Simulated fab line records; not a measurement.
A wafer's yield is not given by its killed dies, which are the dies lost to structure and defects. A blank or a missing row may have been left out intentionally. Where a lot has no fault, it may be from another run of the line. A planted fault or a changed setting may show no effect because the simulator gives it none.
Struck lot and sound lot, side by side ; flow nandHarc ; 14 out of 1159 route steps
Sound: the wafers L880.2, L880.3, L880.5. Wafers struck: L892.3, L892.5, L892.6. The cause comes at the end.
At each step with rows: each side's tool, then ch and its chambers, then its first start. Under that, the readings that differ: sound wafers ; struck wafers ; difference of the means ; sigmas: that difference in standard deviations of wafers without a fault.
alike: readings with means less than 2 such deviations apart, plus words and numbers identical on both sides. not compared: withheld readings, readings lacking a value on some wafer, bounds such as >300 that could conceal the same value, and numbers that have no deviation in the record and whose values overlap.
Wherever a step has rows on one side only, a row that says differs or no value, or a row with sigmas, the two part there. Non-overlapping numbers with no deviation appear without sigmas and do not part them. Lack of a reading on every wafer of one side parts them only where that side has two or more wafers.

first, 2 steps without rows for these wafers: NHARC_A_CHANNEL_FILL_D1_ANNEAL_17 (time 1800 s); NHARC_A_CHANNEL_FILL_D1_CVD_18 (deposits poly-Si, target thk 3 nm).
NHARC_A_CHANNEL_FILL_D1_ETCHBACK_19: etches the open film in HBr/Cl2, target depth 5 nm, time 1.7 s.
  sound on rieSi-03 ch 0,3, day 9 15:07; struck on rieSi-03 ch 1,3, day 12 19:17
  alike: biasW, drypumpMotorCurrentA, heBacksideLeakSccm, oesProductAu, throttleValvePct
  not compared: rfHoursCounterH
NHARC_A_CHANNEL_FILL_D1_ETCHBACK_20: etches the open film in C4F8/O2/Ar, target depth 27 nm, time 13.5 s.
  sound on rieDiel-06 ch 0,1, day 9 15:17; struck on rieDiel-06 ch 1,2,3, day 12 19:28
  alike: biasW, oesProductAu, rfVppV
  not compared: rfHoursCounterH
NHARC_A_CHANNEL_FILL_D1_STRIP_28: strips in O2, time 20 s.
  sound on rieDiel-06 ch 0,3, day 9 15:23; struck on rieDiel-06 ch 1,2, day 12 19:32
reading;sound;struck;difference;sigmas
showerheadPlenumPTorr (Torr);3.77 3.66 3.77;3.42 3.42 3.55;-0.27;-2
  alike: chamberPressureMTorr, drypumpMotorCurrentA, oesProductAu, rfVppV, throttleValvePct
  not compared: rfHoursCounterH
then, 4 steps without rows for these wafers: NHARC_A_CHANNEL_FILL_D1_PRECLEAN_21 (cleans in dHF, time 30 s); NHARC_A_CHANNEL_FILL_D1_SRD_23; NHARC_A_CHANNEL_FILL_D1_CVD_05 (deposits poly-Si, target thk 5 nm); NHARC_A_CHANNEL_FILL_D1_ANNEAL_22 (time 7200 s).
NHARC_A_CHANNEL_FILL_D1_ALD_25: deposits SiOx, target thk 60 nm, pulse time 10 s, ald cycles 600.
  sound on aldHk-04 ch 1,2,3, day 10 04:19; struck on aldHk-01 ch 0,1,3, day 13 09:19
  alike: heaterPowerW, precursorPulseHeightRel
NHARC_A_CHANNEL_FILL_D1_ETCHBACK_08: etches the open film in C4F8, target depth 220 nm, time 110 s.
  sound on rieDiel-12 ch 1,2; struck on rieDiel-12 ch 0,1
  alike: oesProductAu, rfVppV
  not compared: rfHoursCounterH
NHARC_A_CHANNEL_FILL_D1_STRIP_29: strips in O2, time 20 s.
  sound on rieDiel-12 ch 1,2, day 10 08:47; struck on rieDiel-12 ch 0,2, day 13 13:11
  no value came back on the struck wafers for any of 7 readings (biasW (W), chamberPressureMTorr (mTorr) and others); on the sound wafers biasW (W) reads 0 0 0
  not compared: rfHoursCounterH
then, 1 step without rows for these wafers: NHARC_A_CHANNEL_FILL_D1_PRECLEAN_30 (cleans in dHF, time 30 s).
-- jump in the record: it breaks off in module A_CHANNEL_FILL_D1 and resumes in module END (first step shown: number 1159 of the route), and 9 days separate the struck wafers' starts before and after --
NHARC_END_SORT_01:
  sound on prober-02 ch 0, day 19 09:43; struck on prober-02 ch 0, day 22 15:03
  alike: killedAtArray, killedAtOther, killedAtPeriphery, killedDies, killedOpen, killedShort

## WHERE THEY PART
Earliest at NHARC_A_CHANNEL_FILL_D1_STRIP_28; latest, in this record, at NHARC_A_CHANNEL_FILL_D1_STRIP_29. Later steps at which nothing parts them and some readings are alike: NHARC_END_SORT_01.

WHY: what the simulator had put in
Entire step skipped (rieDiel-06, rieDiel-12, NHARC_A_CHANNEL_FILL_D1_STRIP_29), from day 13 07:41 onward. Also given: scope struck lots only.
